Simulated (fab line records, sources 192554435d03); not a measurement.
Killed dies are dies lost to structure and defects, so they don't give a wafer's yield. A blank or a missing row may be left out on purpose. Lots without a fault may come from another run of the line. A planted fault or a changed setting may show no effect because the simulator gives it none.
Which tool did it? | flow n5_finfet | 24 lots, 72 wafers sampled, at 5 steps of a route of 1938

WHAT THE GAUGES READ, wafer by wafer
N5_BEOL_M13_CD_MEAS_10: target cd 190 nm. Usual: cd_nm 189.9 nm, standard deviation 1.5.
lot  | measured     | on        | cd_nm (nm)        | flag
L075 | day 10 23:33 | cd_sem-02 | 190.6 191.7 191.4 |
L074 | day 11 03:41 | cd_sem-01 | 189.2 189.6 189.2 |
L076 | day 11 09:53 | cd_sem-02 | 192.1 190.5 190.0 |
L078 | day 11 12:51 | cd_sem-02 | 191.3 187.8 189.2 |
L077 | day 11 15:53 | cd_sem-03 | 188.9 188.9 189.2 |
L080 | day 11 21:57 | cd_sem-03 | 189.4 191.2 190.1 |
L079 | day 12 01:00 | cd_sem-01 | 190.3 188.2 185.4 |
L081 | day 12 01:02 | cd_sem-03 | 190.1 191.0 190.4 |
L083 | day 12 19:10 | cd_sem-01 | 187.1 192.1 189.9 |
L082 | day 12 20:32 | cd_sem-03 | 187.6 190.0 188.7 |
L084 | day 12 20:57 | cd_sem-02 | 188.9 190.0 189.7 |
L085 | day 13 01:16 | cd_sem-03 | 194.0 192.0 191.2 |
L086 | day 13 06:08 | cd_sem-03 | 191.9 188.0 190.0 |
L089 | day 14 00:14 | cd_sem-01 | 189.3 187.7 188.7 |
L087 | day 14 03:41 | cd_sem-03 | 189.5 189.3 191.9 |
L088 | day 14 13:19 | cd_sem-01 | 189.9 190.6 191.2 |
L090 | day 14 21:00 | cd_sem-02 | 189.6 191.0 190.3 |
L091 | day 14 21:35 | cd_sem-01 | 192.5 191.1 190.3 |
L093 | day 15 07:14 | cd_sem-02 | 190.8 190.3 190.9 |
L092 | day 15 10:03 | cd_sem-03 | 191.3 190.1 192.4 |
L095 | day 15 15:10 | cd_sem-03 | 191.1 189.1 191.0 |
L094 | day 15 17:58 | cd_sem-03 | 188.4 189.0 190.4 |
L096 | day 16 03:03 | cd_sem-03 | 192.2 188.6 190.9 |
L097 | day 16 20:26 | cd_sem-03 | 186.7 188.4 187.8 |

WHICH TOOL RAN EACH LOT (tool, then ch and the chambers of the sampled wafers, then the start)
lot  | N5_BEOL_M12_ILD_DEP_00          | N5_BEOL_M12_STRIP_63                 | N5_BEOL_M12_DEGAS_41         | N5_BEOL_M12_SPUTTER_45
L075 | pecvd-01 ch 0,1,2, day 10 17:32 | plasma_asher-01 ch 0,1, day 10 18:19 | pvd_sputter-01, day 10 21:43 | pvd_sputter-01, day 10 21:58
L074 | pecvd-01 ch 0,1,2, day 10 18:17 | plasma_asher-01 ch 0,1, day 10 19:52 | pvd_sputter-03, day 11 01:38 | pvd_sputter-03, day 11 01:53
L076 | pecvd-01 ch 0,2, day 11 04:50   | plasma_asher-01 ch 0, day 11 05:56   | pvd_sputter-01, day 11 08:07 | pvd_sputter-01, day 11 08:22
L078 | pecvd-04 ch 0,2, day 11 07:56   | plasma_asher-02 ch 0,1, day 11 09:13 | pvd_sputter-02, day 11 10:59 | pvd_sputter-02, day 11 11:14
L077 | pecvd-04 ch 0,1,2, day 11 11:23 | plasma_asher-02 ch 0,1, day 11 12:27 | pvd_sputter-02, day 11 14:01 | pvd_sputter-02, day 11 14:16
L080 | pecvd-03 ch 0,2, day 11 15:34   | plasma_asher-02 ch 0,1, day 11 16:32 | pvd_sputter-01, day 11 19:56 | pvd_sputter-01, day 11 20:11
L079 | pecvd-03 ch 0,1,2, day 11 18:08 | plasma_asher-01 ch 0,1, day 11 19:18 | pvd_sputter-01, day 11 22:42 | pvd_sputter-01, day 11 22:56
L081 | pecvd-01 ch 1,2, day 11 19:49   | plasma_asher-02 ch 0,1, day 11 20:56 | pvd_sputter-02, day 11 23:07 | pvd_sputter-02, day 11 23:22
L083 | pecvd-03 ch 0,2, day 12 13:23   | plasma_asher-02 ch 0,1, day 12 14:43 | pvd_sputter-02, day 12 17:14 | pvd_sputter-02, day 12 17:28
L082 | pecvd-04 ch 0,1,2, day 12 13:49 | plasma_asher-01 ch 0,1, day 12 14:49 | pvd_sputter-01, day 12 18:19 | pvd_sputter-01, day 12 18:34
L084 | pecvd-01 ch 1, day 12 16:00     | plasma_asher-02 ch 0,1, day 12 16:59 | pvd_sputter-02, day 12 18:48 | pvd_sputter-02, day 12 19:02
L085 | pecvd-04 ch 0,1,2, day 12 19:41 | plasma_asher-01 ch 0,1, day 12 20:30 | pvd_sputter-02, day 12 23:22 | pvd_sputter-02, day 12 23:36
L086 | pecvd-01 ch 0,1, day 12 23:38   | plasma_asher-01 ch 0,1, day 13 00:42 | pvd_sputter-02, day 13 04:14 | pvd_sputter-02, day 13 04:28
L089 | pecvd-03 ch 0,1, day 13 19:04   | plasma_asher-01 ch 0,1, day 13 20:11 | pvd_sputter-02, day 13 22:10 | pvd_sputter-02, day 13 22:24
L087 | pecvd-04 ch 0,1,2, day 13 20:26 | plasma_asher-02 ch 0,1, day 13 21:28 | pvd_sputter-02, day 14 01:31 | pvd_sputter-02, day 14 01:46
L088 | pecvd-03 ch 1,2, day 14 03:47   | plasma_asher-01 ch 0,1, day 14 04:44 | pvd_sputter-03, day 14 11:35 | pvd_sputter-03, day 14 11:50
L090 | pecvd-04 ch 0,1,2, day 14 13:09 | plasma_asher-02 ch 0,1, day 14 14:08 | pvd_sputter-01, day 14 18:55 | pvd_sputter-01, day 14 19:09
L091 | pecvd-03 ch 1,2, day 14 13:16   | plasma_asher-01 ch 0,1, day 14 14:24 | pvd_sputter-03, day 14 19:23 | pvd_sputter-03, day 14 19:38
L093 | pecvd-01 ch 0,1,2, day 15 00:50 | plasma_asher-01 ch 0,1, day 15 01:49 | pvd_sputter-03, day 15 05:16 | pvd_sputter-03, day 15 05:30
L092 | pecvd-03 ch 0,1, day 15 03:41   | plasma_asher-02 ch 0,1, day 15 04:46 | pvd_sputter-03, day 15 08:19 | pvd_sputter-03, day 15 08:34
L095 | pecvd-04 ch 0,1, day 15 10:05   | plasma_asher-01 ch 0,1, day 15 11:02 | pvd_sputter-02, day 15 13:24 | pvd_sputter-02, day 15 13:38
L094 | pecvd-04 ch 0,1,2, day 15 13:23 | plasma_asher-01 ch 0,1, day 15 14:20 | pvd_sputter-03, day 15 16:05 | pvd_sputter-03, day 15 16:19
L096 | pecvd-01 ch 0,1,2, day 15 20:29 | plasma_asher-01 ch 0,1, day 15 21:24 | pvd_sputter-03, day 15 23:26 | pvd_sputter-03, day 15 23:41
L097 | pecvd-01 ch 1,2, day 16 12:22   | plasma_asher-02 ch 0,1, day 16 13:26 | pvd_sputter-03, day 16 18:25 | pvd_sputter-03, day 16 18:40
- N5_BEOL_M12_ILD_DEP_00: deposits SiOC from DEMS/O2, target thk 658.92 nm, time 130.7 s.
- N5_BEOL_M12_STRIP_63: strips in N2/H2.
- N5_BEOL_M12_DEGAS_41: time 60 s.
- N5_BEOL_M12_SPUTTER_45: material Cu, target thk 80 nm, time 13.33 s.

WHAT THE TOOLS THEMSELVES READ (means of the sampled wafers that have a number; where no wafer has one, the mark that the record gives instead)
N5_BEOL_M12_ILD_DEP_00. Usual: heater_power_w 463 W, standard deviation 68; showerhead_plenum_p_Torr 5.694 Torr, standard deviation 0.012; throttle_valve_pct 12.3 %, standard deviation 0.4.
lot  | tool     | heater_power_w (W) | showerhead_plenum_p_Torr (Torr) | throttle_valve_pct (%) | flag
L075 | pecvd-01 | 460                | 5.692                           | 12.3                   |
L074 | pecvd-01 | 491                | 5.692                           | 12.3                   |
L076 | pecvd-01 | 421                | 5.698                           | 12.1                   |
L078 | pecvd-04 | 457                | 5.690                           | 12.5                   |
L077 | pecvd-04 | 485                | 5.685                           | 12.2                   |
L080 | pecvd-03 | 409                | 5.697                           | 12.7                   |
L079 | pecvd-03 | 413                | 5.693                           | 12.3                   |
L081 | pecvd-01 | 455                | 5.700                           | 12.0                   |
L083 | pecvd-03 | 427                | 5.705                           | 12.7                   |
L082 | pecvd-04 | 505                | 5.697                           | 12.3                   |
L084 | pecvd-01 | 563                | 5.699                           | 12.5                   |
L085 | pecvd-04 | 484                | 5.688                           | 12.3                   |
L086 | pecvd-01 | 460                | 5.697                           | 12.7                   |
L089 | pecvd-03 | 444                | 5.696                           | 12.7                   |
L087 | pecvd-04 | 461                | 5.686                           | 12.2                   |
L088 | pecvd-03 | 499                | 5.690                           | 12.2                   |
L090 | pecvd-04 | 476                | 5.693                           | 12.2                   |
L091 | pecvd-03 | 446                | 5.684                           | 12.1                   |
L093 | pecvd-01 | 450                | 5.692                           | 12.4                   |
L092 | pecvd-03 | 469                | 5.693                           | 12.7                   |
L095 | pecvd-04 | 485                | 5.696                           | 12.2                   |
L094 | pecvd-04 | 493                | 5.701                           | 12.2                   |
L096 | pecvd-01 | 469                | 5.696                           | 12.3                   |
L097 | pecvd-01 | 475                | 5.694                           | 12.1                   |

N5_BEOL_M12_STRIP_63. Usual: drypump_motor_current_A 6.0 A, standard deviation 0.62; heater_power_w 384 W, standard deviation 29; oes_product_au 0.693 a.u., standard deviation 0.0047; strip_time_to_endpoint_s 42.5 s, standard deviation 0.92; temp_c 250.03 C, standard deviation 0.18.
lot  | tool            | drypump_motor_current_A (A) | heater_power_w (W) | oes_product_au (a.u.) | strip_time_to_endpoint_s (s) | temp_c (C) | flag
L075 | plasma_asher-01 | 5.9                         | 390                | 0.697                 | 42.3                         | 249.95     |
L074 | plasma_asher-01 | 5.9                         | 396                | 0.694                 | 42.7                         | 250.19     |
L076 | plasma_asher-01 | 5.1                         | 406                | 0.690                 | 42.7                         | 249.98     |
L078 | plasma_asher-02 | 6.4                         | 374                | 0.691                 | 42.3                         | 250.02     |
L077 | plasma_asher-02 | 6.4                         | 378                | 0.691                 | 42.1                         | 250.15     |
L080 | plasma_asher-02 | 6.4                         | 380                | 0.692                 | 42.2                         | 249.96     |
L079 | plasma_asher-01 | 6.0                         | 398                | 0.690                 | 42.1                         | 249.95     |
L081 | plasma_asher-02 | 6.4                         | 376                | 0.694                 | 42.9                         | 249.91     |
L083 | plasma_asher-02 | 6.2                         | 352                | 0.694                 | 42.4                         | 250.11     |
L082 | plasma_asher-01 | 5.5                         | 406                | 0.691                 | 43.5                         | 250.26     |
L084 | plasma_asher-02 | 6.2                         | 358                | 0.692                 | 42.4                         | 250.00     |
L085 | plasma_asher-01 | 6.0                         | 392                | 0.691                 | 43.6                         | 249.94     |
L086 | plasma_asher-01 | 5.9                         | 390                | 0.694                 | 42.1                         | 250.20     |
L089 | plasma_asher-01 | 5.5                         | 398                | 0.693                 | 42.7                         | 250.19     |
L087 | plasma_asher-02 | 6.2                         | 354                | 0.690                 | 42.2                         | 250.11     |
L088 | plasma_asher-01 | 5.5                         | 396                | 0.695                 | 42.5                         | 250.06     |
L090 | plasma_asher-02 | 6.2                         | 352                | 0.695                 | 42.5                         | 249.88     |
L091 | plasma_asher-01 | 6.0                         | 393                | 0.695                 | 42.8                         | 249.78     |
L093 | plasma_asher-01 | 6.0                         | 389                | 0.696                 | 43.6                         | 249.96     |
L092 | plasma_asher-02 | 6.5                         | 382                | 0.688                 | 41.5                         | 249.86     |
L095 | plasma_asher-01 | 5.5                         | 397                | 0.692                 | 42.4                         | 249.99     |
L094 | plasma_asher-01 | 5.9                         | 391                | 0.694                 | 42.9                         | 250.08     |
L096 | plasma_asher-01 | 5.5                         | 399                | 0.692                 | 42.2                         | 250.13     |
L097 | plasma_asher-02 | 6.2                         | 349                | 0.694                 | 42.2                         | 250.16     |

N5_BEOL_M12_DEGAS_41. Usual: heater_power_w 340 W, standard deviation 33.
lot  | tool           | heater_power_w (W) | flag
L075 | pvd_sputter-01 | 331                |
L074 | pvd_sputter-03 | 364                |
L076 | pvd_sputter-01 | 324                |
L078 | pvd_sputter-02 | 324                |
L077 | pvd_sputter-02 | 324                |
L080 | pvd_sputter-01 | 364                |
L079 | pvd_sputter-01 | 368                |
L081 | pvd_sputter-02 | 333                |
L083 | pvd_sputter-02 | 321                |
L082 | pvd_sputter-01 | 360                |
L084 | pvd_sputter-02 | 327                |
L085 | pvd_sputter-02 | 312                |
L086 | pvd_sputter-02 | 332                |
L089 | pvd_sputter-02 | 317                |
L087 | pvd_sputter-02 | 308                |
L088 | pvd_sputter-03 | 364                |
L090 | pvd_sputter-01 | 358                |
L091 | pvd_sputter-03 | 360                |
L093 | pvd_sputter-03 | 362                |
L092 | pvd_sputter-03 | 371                |
L095 | pvd_sputter-02 | 324                |
L094 | pvd_sputter-03 | 369                |
L096 | pvd_sputter-03 | 376                |
L097 | pvd_sputter-03 | 346                |

N5_BEOL_M12_SPUTTER_45. Usual: throttle_valve_pct 29.7 %, standard deviation 0.99.
lot  | tool           | throttle_valve_pct (%) | flag
L075 | pvd_sputter-01 | 29.4                   |
L074 | pvd_sputter-03 | 29.3                   |
L076 | pvd_sputter-01 | 29.1                   |
L078 | pvd_sputter-02 | 29.5                   |
L077 | pvd_sputter-02 | 29.7                   |
L080 | pvd_sputter-01 | 30.1                   |
L079 | pvd_sputter-01 | 30.4                   |
L081 | pvd_sputter-02 | 30.0                   |
L083 | pvd_sputter-02 | 29.6                   |
L082 | pvd_sputter-01 | 29.9                   |
L084 | pvd_sputter-02 | 28.8                   |
L085 | pvd_sputter-02 | 29.5                   |
L086 | pvd_sputter-02 | 28.8                   |
L089 | pvd_sputter-02 | 30.2                   |
L087 | pvd_sputter-02 | 29.4                   |
L088 | pvd_sputter-03 | 29.3                   |
L090 | pvd_sputter-01 | 29.1                   |
L091 | pvd_sputter-03 | 29.8                   |
L093 | pvd_sputter-03 | 29.7                   |
L092 | pvd_sputter-03 | 29.2                   |
L095 | pvd_sputter-02 | 28.9                   |
L094 | pvd_sputter-03 | 29.2                   |
L096 | pvd_sputter-03 | 30.5                   |
L097 | pvd_sputter-03 | 29.2                   |

THE ANSWER, worked out from the rows above alone
Rule: a lot is off if the mean of its wafers that have a number lies more than 3 standard deviations from the usual mean. A lot without any number at a reading at which 4 lots or more have one is off too. The other lots that the step has rows for count as sound. The gauges are gone through in route order, then the tools' own readings, and for those a lot's mean is taken as printed above. The first step at which some lot is off is used, and at that step the reading that is off furthest; a lot without a number counts as furthest.
No lot is off at any reading shown: from this, nothing can be told.

WHAT THE SIMULATOR HAD PUT IN
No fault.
